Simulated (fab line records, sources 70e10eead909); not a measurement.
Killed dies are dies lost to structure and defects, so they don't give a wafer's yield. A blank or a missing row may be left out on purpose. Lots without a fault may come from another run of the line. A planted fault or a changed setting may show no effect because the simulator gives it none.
Problem report in the 8D (eight disciplines) form, filled by code | flow nand_harc | the parts of the form that need people (team, actions taken, sign-off) are left out

1. THE PROBLEM
cd_nm at NHARC_A_CHANNEL_HOLE_D2_CD_MEAS_10 reads a mean of 96.5 nm on 6 wafers of 2 lots; wafers without a fault read 100.0 nm with a standard deviation of 0.54. That is -6.5 standard deviations from the usual mean.
The step: target cd 100 nm.
First seen on wafer L315.1, day 17 06:43, on cd_sem-03. The record holds 33 wafers of 11 lots with a number at this step. Rule for "out", or "out of limits": more than 4 standard deviations from the usual mean. The other wafers with a number count as sound.

2. WHAT IT IS AND WHAT IT IS NOT
question                    | is                     | is not
which readings at this step | cd_nm                  | -
which lots                  | L315, L317             | L308, L309, L310, L318, L323, L325, L328, L329, L330
which wafers of those lots  | all that have a number | -
read on which gauges        | cd_sem-02, cd_sem-03   | cd_sem-01
when                        | from day 17 06:43      | up to then (9 sound wafers); but 18 sound wafers of L318, L323, L325, L328, L329, L330 came after

3. SUSPECTS, AND WHAT RULES EACH OUT
Counting: a tool at a process step up to the reading stays a suspect if it ran every lot that is out and no sound lot after the first of them.
- the gauge at NHARC_A_CHANNEL_HOLE_D2_CD_MEAS_10: ruled out. The wafers that are out were read on 2 gauges (cd_sem-02, cd_sem-03).
- litho_track-06 at NHARC_A_CHANNEL_HOLE_D2_PEB_08 (peb time 65 s): ruled out as a lasting fault. Sound lots L328, L330, L329 ran on it after its first lot that is out, L315 (day 17 06:38).
Left after counting: nothing in the record.

4. THE CAUSE (what the simulator had put in)
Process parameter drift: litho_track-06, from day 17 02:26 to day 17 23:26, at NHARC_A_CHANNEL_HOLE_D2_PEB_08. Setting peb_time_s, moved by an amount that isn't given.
Counting ruled it out, wrongly: the rule takes a fault to strike every lot that its tool runs from its start on, and this one did not.

5. THE CHAIN OF EFFECTS, in route order
Each row: a reading whose mean over the struck wafers that have a number lies more than 3 standard deviations from the usual. Only readings for which the record gives a usual standard deviation are gone through. hours: the time from each lot's start at the first step in this table that gives one to its start at this step, as a median over the lots. sigmas: the change in usual standard deviations.
hours | step                               | reading              | usual    | on struck wafers | change | sigmas
0     | NHARC_A_CHANNEL_HOLE_D2_PEB_08     | heater_power_total_W | 156.6 W  | 167.7            | +11.1  | +26
0     | NHARC_A_CHANNEL_HOLE_D2_CD_MEAS_10 | cd_nm                | 100.0 nm | 96.5             | -3.5   | -6.5
The process steps in it:
- NHARC_A_CHANNEL_HOLE_D2_PEB_08: peb time 65 s.

6. WHAT WOULD HAVE CAUGHT IT SOONER
In this record the first reading out of limits at a measuring or inspecting step was taken at day 17 06:43, 4 hours after the fault began at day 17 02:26.
The tool's own readings at NHARC_A_CHANNEL_HOLE_D2_PEB_08 were out on every struck wafer that the step has a row for (heater_power_total_W): an alarm limit on them would have fired on the first of those.
